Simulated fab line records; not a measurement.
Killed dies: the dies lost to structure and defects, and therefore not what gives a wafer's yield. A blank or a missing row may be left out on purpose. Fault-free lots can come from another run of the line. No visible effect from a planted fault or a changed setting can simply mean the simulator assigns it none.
One fault through the eyes of 2 desks | flow nandHarc | every desk sees just its own numbers, and what lay behind them comes last

== THE DEFECT DESK ==
Counts from the inspections along the route, per lot, as means over the sampled wafers that have a number. A lot is out of limits, marked OUT, if its mean lies more than 4 standard deviations from the usual mean; the brackets give that distance.
Columns: A = rawDefectCount at NHARC_A_CHANNEL_HOLE_D2_INSPECT_40, usual 296
lot  | first seen here | A
L830 | day 13 06:11    | 309
L829 | day 14 06:53    | 248
L834 | day 15 04:56    | 357
L835 | day 15 20:06    | 238
L839 | day 18 00:04    | 341
L840 | day 18 10:16    | 312
L846 | day 20 20:31    | 1149 (+11) OUT
L845 | day 20 20:41    | 313
L847 | day 21 00:38    | 1042 (+9.6) OUT
L850 | day 22 06:52    | 260
L851 | day 22 15:50    | 242
This desk's finding: out of limits on L846, L847; first on L846, day 20 20:31 (rawDefectCount at NHARC_A_CHANNEL_HOLE_D2_INSPECT_40). Within limits: L830, L829, L834, L835, L839, L840, L845, L850, L851.

== TOOL OWNER'S DESK, harEtch-02 ==
The tool's own readings at NHARC_A_CHANNEL_HOLE_D2_ETCH_27 (etches the open film in C4F8/O2/Ar, time 90 s, target depth 400 nm): means of the sampled wafers that have a number, for each lot that ran on this tool. A lot is out of limits, marked OUT, if its mean lies more than 4 standard deviations from the usual mean; the brackets give that distance.
Columns: A = chamberPressureMTorr at NHARC_A_CHANNEL_HOLE_D2_ETCH_27, usual 24.998 mTorr; B = drypumpMotorCurrentA at NHARC_A_CHANNEL_HOLE_D2_ETCH_27, usual 5.9 A; C = showerheadPlenumPTorr at NHARC_A_CHANNEL_HOLE_D2_ETCH_27, usual 3.72 Torr; D = throttleValvePct at NHARC_A_CHANNEL_HOLE_D2_ETCH_27, usual 27.619 %
lot  | first seen here | A      | B   | C    | D
L830 | day 13 04:31    | 24.978 | 5.3 | 3.62 | 27.624
L834 | day 15 03:12    | 25.009 | 5.3 | 3.61 | 27.619
L840 | day 18 08:32    | 25.007 | 5.2 | 3.97 | 27.618
L846 | day 20 18:50    | 25.003 | 5.3 | 3.96 | 27.614
L847 | day 20 22:55    | 25.002 | 5.3 | 3.95 | 27.630
This desk's verdict: no lot among the 5 shows anything out of limits.

== TAKEN TOGETHER ==
The defect desk could have raised an alarm at day 20 20:31, on L846, L847.
Nothing out of limits was seen by the tool owner's desk.
On record at the tool owner's desk: L846, L847, within its limits.
Every lot named ran NHARC_A_CHANNEL_HOLE_D2_ETCH_27 on harEtch-02.

== WHAT THE SIMULATOR PUT IN ==
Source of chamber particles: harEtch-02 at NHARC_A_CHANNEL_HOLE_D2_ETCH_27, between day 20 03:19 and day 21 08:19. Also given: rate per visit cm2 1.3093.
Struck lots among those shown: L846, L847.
Hours from the fault's start to each desk's first reading out of limits: the defect desk, 17.
